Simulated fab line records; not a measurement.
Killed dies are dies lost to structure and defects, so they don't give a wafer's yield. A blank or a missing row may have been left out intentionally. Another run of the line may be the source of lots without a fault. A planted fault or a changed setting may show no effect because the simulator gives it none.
Chamber matching || flow nandHarc || NHARC_A_STAIRCASE_CMP_152 on cmp-04 has 4 sister chambers
The step polishes. 8 wafers are shown with their chamber, then 7 later ones without.

== EACH WAFER AND ITS CHAMBER ==
{"wafer": "L074.3", "chamber": 2, "motorCurrentA (A)": 11.2, "retainingRingPressureFrac": 1.007}
{"wafer": "L076.6", "chamber": 3, "motorCurrentA (A)": 12.5, "retainingRingPressureFrac": 1.001}
{"wafer": "L083.2", "chamber": 3, "motorCurrentA (A)": 12.5, "retainingRingPressureFrac": 0.999}
{"wafer": "L088.4", "chamber": 1, "motorCurrentA (A)": 13.4, "retainingRingPressureFrac": 1.005}
{"wafer": "L088.5", "chamber": 2, "motorCurrentA (A)": 11.6, "retainingRingPressureFrac": 1.002}
{"wafer": "L088.6", "chamber": 1, "motorCurrentA (A)": 12.9, "retainingRingPressureFrac": 1.001}
{"wafer": "L086.3", "chamber": 0, "motorCurrentA (A)": 12.5, "retainingRingPressureFrac": 1.000}
{"wafer": "L086.5", "chamber": 0, "motorCurrentA (A)": 13.0, "retainingRingPressureFrac": 0.997}

== WAFERS MISSING THEIR CHAMBER ==
{"wafer": "L086.6", "motorCurrentA (A)": 13.2, "retainingRingPressureFrac": 0.999}
{"wafer": "L090.1", "motorCurrentA (A)": 12.1, "retainingRingPressureFrac": 0.996}
{"wafer": "L090.5", "motorCurrentA (A)": 11.4, "retainingRingPressureFrac": 1.007}
{"wafer": "L090.6", "motorCurrentA (A)": 12.0, "retainingRingPressureFrac": 0.997}
{"wafer": "L096.2", "motorCurrentA (A)": 12.4, "retainingRingPressureFrac": 1.003}
{"wafer": "L096.3", "motorCurrentA (A)": 12.8, "retainingRingPressureFrac": 0.993}
{"wafer": "L096.6", "motorCurrentA (A)": 11.4, "retainingRingPressureFrac": 0.996}

== WHICH CHAMBER EACH ONE RAN IN ==
{"wafer": "L086.6", "from the rows above": "can't be placed: 1 or 0 or 3", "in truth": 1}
{"wafer": "L090.1", "from the rows above": "can't be placed: 3 or 0", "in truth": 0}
{"wafer": "L090.5", "from the rows above": 2, "in truth": 2}
{"wafer": "L090.6", "from the rows above": "can't be placed: 3 or 0 or 2", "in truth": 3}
{"wafer": "L096.2", "from the rows above": "can't be placed: 3 or 0 or 1", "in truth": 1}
{"wafer": "L096.3", "from the rows above": "can't be placed: 0 or 3 or 1", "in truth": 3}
{"wafer": "L096.6", "from the rows above": "can't be placed: 2 or 3 or 0", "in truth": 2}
Correct placement for 1 of the 7. Unplaceable from these rows: 6, with the true chamber sitting among the candidates in 6. 0 placed wrongly.
How it was worked out, from the rows above alone: a wafer's distance from a chamber is the root of the sum, over the readings, of the square of ((its reading less the chamber's mean) divided by the reading's scatter). If the next closest chamber is less than 2 further off than the closest, the wafer can't be placed; otherwise it belongs to the closest. The mean given for a chamber averages the wafers shown for that chamber. How the scatter is found: for the shown wafers, subtract from each reading the mean of its chamber, square and add these, divide the total by (wafers less chambers), then take the root.
